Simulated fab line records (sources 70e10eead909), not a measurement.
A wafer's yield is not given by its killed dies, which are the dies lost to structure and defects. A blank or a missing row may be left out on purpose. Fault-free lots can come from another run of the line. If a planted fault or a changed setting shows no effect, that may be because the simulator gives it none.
Which tool is to blame?	flow nand harc	72 wafers from 24 lots sampled at 6 of the route's 1302 steps

== WHAT THE GAUGES READ, wafer by wafer ==
NHARC_A_CONTACT_CD_MEAS_08 targets a cd of 200 nm.
lot	measured	on	cd nm (nm)
L074	day 22 09:57	cd sem-02	198.9 198.8 198.7
L076	day 23 01:32	cd sem-03	199.5 200.3 200.5
L075	day 23 06:02	cd sem-02	200.1 200.3 200.1
L077	day 23 06:55	cd sem-03	199.8 198.9 199.3
L078	day 23 08:27	cd sem-01	199.6 198.9 199.6
L079	day 24 12:53	cd sem-01	201.0 199.9 199.0
L080	day 25 03:37	cd sem-03	199.7 199.1 199.2
L081	day 25 08:14	cd sem-02	200.4 200.5 200.0
L082	day 25 13:07	cd sem-02	200.1 200.8 199.8
L083	day 25 23:54	cd sem-03	200.1 200.1 200.6
L084	day 26 16:35	cd sem-01	199.9 199.9 200.2
L087	day 27 09:26	cd sem-03	200.3 200.3 201.4
L085	day 27 11:41	cd sem-02	200.5 200.2 199.7
L086	day 27 19:21	cd sem-02	200.3 200.1 198.9
L090	day 28 16:49	cd sem-02	200.4 199.7 200.1
L091	day 28 18:24	cd sem-02	199.8 200.3 199.7
L089	day 29 02:21	cd sem-01	199.4 199.5 198.4
L088	day 29 03:41	cd sem-02	200.5 198.4 199.4
L093	day 29 18:26	cd sem-01	199.8 199.0 199.1
L092	day 29 18:29	cd sem-01	199.0 199.8 200.3
L095	day 30 12:33	cd sem-01	200.9 199.2 200.3
L094	day 30 14:06	cd sem-01	200.1 200.8 201.0
L097	day 30 19:59	cd sem-01	199.5 200.5 199.9
L096	day 31 02:10	cd sem-03	200.3 200.0 200.2

NHARC_A_CONTACT_CD_MEAS_15.
lot	measured	on	cd nm (nm)
L074	day 22 13:22	cd sem-01	190.7 188.6 188.8
L076	day 23 04:56	cd sem-03	189.8 190.0 190.0
L075	day 23 10:08	cd sem-03	189.0 190.1 189.8
L077	day 23 10:56	cd sem-01	189.9 191.4 191.2
L078	day 23 12:51	cd sem-02	190.4 190.3 190.1
L079	day 24 16:45	cd sem-01	190.1 190.0 190.6
L080	day 25 07:31	cd sem-03	189.8 189.5 189.1
L081	day 25 11:36	cd sem-02	189.8 189.0 189.4
L082	day 25 16:59	cd sem-02	190.2 190.4 189.6
L083	day 26 03:17	cd sem-01	188.6 188.8 189.4
L084	day 26 19:57	cd sem-03	190.7 188.9 189.2
L087	day 27 13:02	cd sem-03	190.4 190.7 191.4
L085	day 27 15:03	cd sem-01	189.7 190.3 190.3
L086	day 27 22:44	cd sem-01	190.2 190.0 189.2
L090	day 28 20:43	cd sem-02	188.5 189.8 189.5
L091	day 28 21:46	cd sem-01	191.7 190.8 190.0
L089	day 29 05:44	cd sem-03	189.9 189.7 189.2
L088	day 29 07:10	cd sem-01	191.0 190.3 191.1
L093	day 29 21:49	cd sem-01	190.2 189.6 189.9
L092	day 29 22:49	cd sem-03	190.4 190.0 189.9
L095	day 30 15:56	cd sem-03	190.5 190.8 189.9
L094	day 30 17:28	cd sem-01	191.3 191.0 190.3
L097	day 30 23:22	cd sem-01	191.0 190.6 190.3
L096	day 31 05:32	cd sem-03	189.7 190.0 189.8

== WHAT TOOL EACH LOT RAN ON (gives the tool, then ch and the chambers of the sampled wafers, and finally the start) ==
lot	NHARC_A_CONTACT_ETCH_77	NHARC_A_CONTACT_ETCH_106	NHARC_A_CONTACT_DEP_85	NHARC_A_CONTACT_ETCH_88
L074	rie diel-04 ch 1,3, day 22 06:50 or earlier	rie diel-08 ch 0,1,2, day 22 06:50	pecvd-01 ch 0,1, day 22 09:16	rie diel-04 ch 0,3, day 22 10:13
L076	rie diel-04 ch 0,1,2, day 22 22:22 or earlier	rie diel-08 ch 0,1,3, day 22 22:22	pecvd-01 ch 0,1,2, day 23 00:52	rie diel-10 ch 1,3, day 23 01:49
L075	rie diel-04 ch 0,2,3, day 23 00:49 or earlier	rie diel-04 ch 0,1,2, day 23 00:49	pecvd-01 ch 0,1, day 23 05:19	rie diel-08 ch 0,3, day 23 06:23
L077	rie diel-08 ch 0,3, day 23 01:30 or earlier	rie diel-04 ch 2,3, day 23 01:30	pecvd-02 ch 0,1, day 23 06:15	rie diel-08 ch 0,3, day 23 07:34
L078	rie diel-08 ch 0,1, day 23 04:49 or earlier	rie diel-08 ch 0,1,3, day 23 04:49	pecvd-03 ch 0,2, day 23 07:44	rie diel-08 ch 1,3, day 23 08:57
L079	rie diel-04 ch 0,1, day 24 06:23 or earlier	rie diel-10 ch 0,2,3, day 24 06:23	pecvd-02 ch 1,2, day 24 12:10	rie diel-08 ch 1,2, day 24 13:23
L080	rie diel-04 ch 0,2, day 24 22:50 or earlier	rie diel-08 ch 1,2,3, day 24 22:50	pecvd-02 ch 1,2, day 25 02:53	rie diel-10 ch 2,3, day 25 03:53
L081	rie diel-04 ch 2,3, day 25 02:30 or earlier	rie diel-08 ch 0,2, day 25 02:30	pecvd-02 ch 0,1,2, day 25 07:32	rie diel-08 ch 0,1,3, day 25 08:31
L082	rie diel-04 ch 1,3, day 25 10:01 or earlier	rie diel-04 ch 0,2,3, day 25 10:01	pecvd-01 ch 0,1, day 25 12:23	rie diel-04 ch 0,1,3, day 25 13:23
L083	rie diel-04 ch 1,2, day 25 20:18 or earlier	rie diel-04 ch 1,2, day 25 20:18	pecvd-01 ch 0,1, day 25 23:10	rie diel-04 ch 0,1, day 26 00:10
L084	rie diel-08 ch 0,1,2, day 26 08:51 or earlier	rie diel-10 ch 0,2,3, day 26 08:51	pecvd-01 ch 1,2, day 26 15:53	rie diel-10 ch 1,2, day 26 16:52
L087	rie diel-10 ch 0,1,3, day 27 06:04 or earlier	rie diel-04 ch 0,1,2, day 27 06:04	pecvd-01 ch 0,1,2, day 27 08:43	rie diel-04 ch 0,1,2, day 27 09:43
L085	rie diel-04 ch 0,1,2, day 27 08:20 or earlier	rie diel-04 ch 0,2,3, day 27 08:20	pecvd-01 ch 0,1,2, day 27 11:07	rie diel-04 ch 0,3, day 27 11:57
L086	rie diel-08 ch 0,1,3, day 27 15:19 or earlier	rie diel-10 ch 0,2,3, day 27 15:19	pecvd-01 ch 0,1, day 27 18:45	rie diel-10 ch 0,2,3, day 27 19:38
L090	rie diel-08 ch 0,3, day 28 12:29 or earlier	rie diel-08 ch 1,2,3, day 28 12:29	pecvd-01 ch 0,1,2, day 28 16:05	rie diel-04 ch 1,2,3, day 28 17:05
L091	rie diel-04 ch 0,1,3, day 28 12:49 or earlier	rie diel-04 ch 1,2,3, day 28 12:49	pecvd-02 ch 0,1,2, day 28 17:50	rie diel-04 ch 0,2,3, day 28 18:40
L089	rie diel-04 ch 0,1,3, day 28 18:06 or earlier	rie diel-10 ch 0,3, day 28 18:06	pecvd-03 ch 0,1, day 29 01:38	rie diel-04 ch 0,2,3, day 29 02:38
L088	rie diel-08 ch 0,1,3, day 28 22:04 or earlier	rie diel-04 ch 1,2,3, day 28 22:04	pecvd-02 ch 0,1,2, day 29 03:00	rie diel-10 ch 0,1, day 29 03:58
L093	rie diel-04 ch 1,3, day 29 13:09 or earlier	rie diel-04 ch 0,1,3, day 29 13:09	pecvd-02 ch 0,2, day 29 17:50	rie diel-04 ch 0,1,3, day 29 18:44
L092	rie diel-08 ch 2,3, day 29 13:49 or earlier	rie diel-04 ch 2,3, day 29 13:49	pecvd-01 ch 0,2, day 29 17:53	rie diel-08 ch 0,1, day 29 18:45
L095	rie diel-10 ch 0,2,3, day 30 07:55 or earlier	rie diel-04 ch 0,3, day 30 07:55	pecvd-01 ch 1,2, day 30 11:52	rie diel-04 ch 1,2,3, day 30 12:50
L094	rie diel-04 ch 0,2,3, day 30 08:31 or earlier	rie diel-10 ch 0,1,3, day 30 08:31	pecvd-02 ch 0,1,2, day 30 13:23	rie diel-10 ch 0,1,3, day 30 14:22
L097	rie diel-10 ch 0,2, day 30 16:52 or earlier	rie diel-08 ch 0,1,2, day 30 16:52	pecvd-01 ch 0,1,2, day 30 19:16	rie diel-10 ch 0,1,3, day 30 20:16
L096	rie diel-08 ch 0,1,2, day 30 23:04 or earlier	rie diel-10 ch 0,2, day 30 23:04	pecvd-03 ch 1,2, day 31 01:30	rie diel-04 ch 0,2,3, day 31 02:26
- NHARC_A_CONTACT_ETCH_77: etches the open film in CF4/CHF3, target depth 108.9 nm, time 54.5 s.
- NHARC_A_CONTACT_ETCH_106: etches the open film in CF4/O2, target depth 90 nm, overetch 9 nm, time 49.5 s.
- NHARC_A_CONTACT_DEP_85: deposits SiON, target thk 60 nm.
- NHARC_A_CONTACT_ETCH_88: etches the open film in CF4, target depth 39 nm, time 65 s.

== WHAT THE TOOLS THEMSELVES READ (means of the sampled wafers that have a number; where no wafer has one, the mark that the record gives instead) ==
NHARC_A_CONTACT_ETCH_77.
lot	tool	drypump motor current A (A)	oes product au (a.u.)	rf vpp V (V)	showerhead plenum p Torr (Torr)	throttle valve pct (%)
L074	rie diel-04	5.2	0.918	368.5	1.51	16.801
L076	rie diel-04	6.0	0.922	370.6	1.58	16.790
L075	rie diel-04	5.8	0.935	369.3	1.55	16.802
L077	rie diel-08	5.8	0.928	374.1	1.66	16.796
L078	rie diel-08	5.9	0.928	372.7	1.65	16.797
L079	rie diel-04	5.8	0.920	372.7	1.63	16.794
L080	rie diel-04	6.3	0.920	370.3	1.55	16.796
L081	rie diel-04	5.9	0.917	368.8	1.50	16.804
L082	rie diel-04	5.2	0.921	368.3	1.51	16.812
L083	rie diel-04	5.8	0.947	370.5	1.56	16.801
L084	rie diel-08	5.9	0.957	370.9	1.60	16.801
L087	rie diel-10	5.4	0.949	372.3	1.63	16.805
L085	rie diel-04	5.9	0.928	370.7	1.58	16.804
L086	rie diel-08	5.5	0.925	372.7	1.61	16.810
L090	rie diel-08	5.4	0.940	372.3	1.62	16.800
L091	rie diel-04	5.5	0.917	370.1	1.56	16.800
L089	rie diel-04	5.5	0.952	370.5	1.56	16.804
L088	rie diel-08	5.6	0.932	371.2	1.61	16.810
L093	rie diel-04	5.2	0.926	367.9	1.51	16.808
L092	rie diel-08	5.9	0.977	369.6	1.57	16.805
L095	rie diel-10	5.3	0.926	372.5	1.63	16.805
L094	rie diel-04	5.8	0.959	368.9	1.54	16.803
L097	rie diel-10	5.0	0.976	373.8	1.66	16.801
L096	rie diel-08	6.0	0.935	372.0	1.59	16.803

NHARC_A_CONTACT_ETCH_106.
lot	tool	drypump motor current A (A)	oes_f_703_au (a.u.)	oes product au (a.u.)	rf vpp V (V)	showerhead plenum p Torr (Torr)	throttle valve pct (%)
L074	rie diel-08	6.0	0.998	1.007	197.7	1.37	13.386
L076	rie diel-08	5.6	0.997	0.997	198.3	1.38	13.396
L075	rie diel-04	6.0	0.997	1.001	198.4	1.34	13.407
L077	rie diel-04	5.9	0.995	1.002	195.8	1.27	13.390
L078	rie diel-08	5.5	0.999	1.001	198.8	1.38	13.391
L079	rie diel-10	5.3	1.001	0.992	199.9	1.40	13.391
L080	rie diel-08	5.6	0.997	1.002	197.2	1.34	13.391
L081	rie diel-08	6.1	1.000	1.027	198.8	1.40	13.410
L082	rie diel-04	5.8	1.002	0.997	197.8	1.31	13.395
L083	rie diel-04	5.8	1.002	0.991	197.7	1.32	13.404
L084	rie diel-10	5.3	0.999	0.989	198.8	1.39	13.391
L087	rie diel-04	5.9	0.998	0.996	197.9	1.34	13.404
L085	rie diel-04	5.8	0.998	0.984	197.5	1.31	13.397
L086	rie diel-10	5.3	1.000	0.998	199.1	1.39	13.393
L090	rie diel-08	5.7	0.998	1.000	197.7	1.33	13.399
L091	rie diel-04	5.6	0.999	0.981	197.1	1.29	13.404
L089	rie diel-10	5.3	1.000	0.986	199.0	1.39	13.398
L088	rie diel-04	5.6	0.994	0.993	196.9	1.29	13.402
L093	rie diel-04	5.5	1.003	0.997	197.3	1.32	13.393
L092	rie diel-04	5.9	1.003	0.987	196.7	1.27	13.395
L095	rie diel-04	5.7	0.998	1.004	198.6	1.34	13.402
L094	rie diel-10	5.5	1.001	0.989	198.6	1.38	13.401
L097	rie diel-08	6.0	1.001	1.010	198.6	1.35	13.404
L096	rie diel-10	5.1	1.000	1.000	199.5	1.42	13.394

NHARC_A_CONTACT_DEP_85.
lot	tool	heater power w (W)
L074	pecvd-01	791
L076	pecvd-01	774
L075	pecvd-01	709
L077	pecvd-02	698
L078	pecvd-03	834
L079	pecvd-02	798
L080	pecvd-02	800
L081	pecvd-02	754
L082	pecvd-01	788
L083	pecvd-01	745
L084	pecvd-01	823
L087	pecvd-01	752
L085	pecvd-01	793
L086	pecvd-01	732
L090	pecvd-01	761
L091	pecvd-02	768
L089	pecvd-03	737
L088	pecvd-02	733
L093	pecvd-02	738
L092	pecvd-01	762
L095	pecvd-01	818
L094	pecvd-02	772
L097	pecvd-01	782
L096	pecvd-03	801

NHARC_A_CONTACT_ETCH_88.
lot	tool	drypump motor current A (A)	oes product au (a.u.)	rf vpp V (V)	showerhead plenum p Torr (Torr)	throttle valve pct (%)
L074	rie diel-04	5.4	0.997	150.8	1.72	13.275
L076	rie diel-10	5.6	0.998	152.3	1.84	13.277
L075	rie diel-08	5.4	1.003	152.1	1.83	13.282
L077	rie diel-08	5.8	1.007	151.9	1.86	13.286
L078	rie diel-08	5.4	0.993	151.6	1.78	13.289
L079	rie diel-08	6.1	1.005	151.2	1.76	13.278
L080	rie diel-10	5.3	0.990	152.3	1.84	13.285
L081	rie diel-08	5.5	1.008	151.6	1.82	13.288
L082	rie diel-04	5.5	0.988	151.2	1.76	13.278
L083	rie diel-04	5.8	1.003	151.7	1.83	13.286
L084	rie diel-10	5.2	1.001	152.4	1.87	13.279
L087	rie diel-04	6.0	0.998	151.5	1.77	13.286
L085	rie diel-04	5.7	0.995	151.7	1.78	13.276
L086	rie diel-10	5.3	0.989	152.4	1.84	13.294
L090	rie diel-04	5.6	0.987	150.0	1.71	13.281
L091	rie diel-04	5.8	0.991	150.7	1.73	13.280
L089	rie diel-04	5.8	0.995	150.7	1.73	13.284
L088	rie diel-10	5.3	0.990	152.4	1.86	13.274
L093	rie diel-04	5.5	0.995	151.1	1.75	13.282
L092	rie diel-08	5.8	1.016	151.5	1.84	13.281
L095	rie diel-04	5.6	0.992	149.4	1.71	13.275
L094	rie diel-10	5.4	0.992	152.4	1.83	13.278
L097	rie diel-10	5.4	0.986	152.3	1.83	13.284
L096	rie diel-04	5.7	0.999	150.4	1.73	13.285

== THE ANSWER, worked out from the rows above alone ==
Rule: what is usual is taken from the lots themselves. Put in order of their means at a reading, lots are off if they are a third of the lots or fewer, leave a main group of 4 or more, and stand apart from it by a gap of 3 or more times the standard deviation of the main group's means; of several such gaps the widest counts. The tables above print the reading to a certain number of digits; a main group whose means all agree to those digits is not used. Also off: a lot with no number at a reading for which 4 or more lots have one. Any other lot the step has rows for is counted as sound. Order of review: gauges by route order, followed by the tools' own readings, for which a lot's mean as printed above is used. The first step at which some lot is off is used, and at that step the reading that is off furthest; a lot without a number counts as furthest.
Across all readings shown, no lot is off: no conclusion can be drawn from this.

== WHAT THE SIMULATOR HAD PUT IN ==
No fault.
